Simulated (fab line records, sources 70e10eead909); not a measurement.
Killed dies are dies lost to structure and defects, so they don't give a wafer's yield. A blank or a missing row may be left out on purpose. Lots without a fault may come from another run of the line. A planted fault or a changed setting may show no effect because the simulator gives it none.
Chamber matching | flow nand_harc | NHARC_A_STAIRCASE_DEP_417 on pecvd-02: 3 sister chambers
The step deposits Si3N4, target thk 60 nm. 6 wafers are shown with their chamber, then 11 later ones without.

WAFERS WITH THEIR CHAMBER
wafer  | chamber | heater_power_w (W)
L083.4 | 2       | 675
L082.6 | 2       | 705
L085.5 | 0       | 897
L090.4 | 1       | 714
L090.6 | 0       | 797
L091.1 | 1       | 694

WAFERS WITHOUT THEIR CHAMBER
wafer  | heater_power_w (W)
L091.3 | 737
L091.6 | 732
L092.1 | 798
L092.4 | 807
L092.6 | 821
L093.2 | 735
L093.3 | 913
L093.6 | 811
L095.2 | 721
L095.3 | 747
L095.5 | 767

WHICH CHAMBER EACH WENT THROUGH
wafer  | from the rows above          | in truth
L091.3 | can't be placed: 1 or 2 or 0 | 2
L091.6 | can't be placed: 1 or 2      | 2
L092.1 | can't be placed: 0 or 1 or 2 | 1
L092.4 | can't be placed: 0 or 1 or 2 | 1
L092.6 | 0                            | 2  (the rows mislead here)
L093.2 | can't be placed: 1 or 2 or 0 | 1
L093.3 | 0                            | 0
L093.6 | can't be placed: 0 or 1 or 2 | 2
L095.2 | can't be placed: 1 or 2      | 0
L095.3 | can't be placed: 1 or 2 or 0 | 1
L095.5 | can't be placed: 1 or 2 or 0 | 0
Placed correctly: 1 of 11. Can't be placed from these rows: 9 (the true chamber is among the candidates in 8). Placed wrongly: 1.
How it was worked out, from the rows above alone: a wafer's distance from a chamber is the root of the sum, over the readings, of the square of ((its reading less the chamber's mean) divided by the reading's scatter). The wafer belongs to the nearest chamber; if the next one is less than 2 further off, it can't be placed. A chamber's mean is the mean of its shown wafers. The scatter: the root of (the sum of the squares of (reading less its chamber's mean) over the shown wafers, divided by (wafers less chambers)).
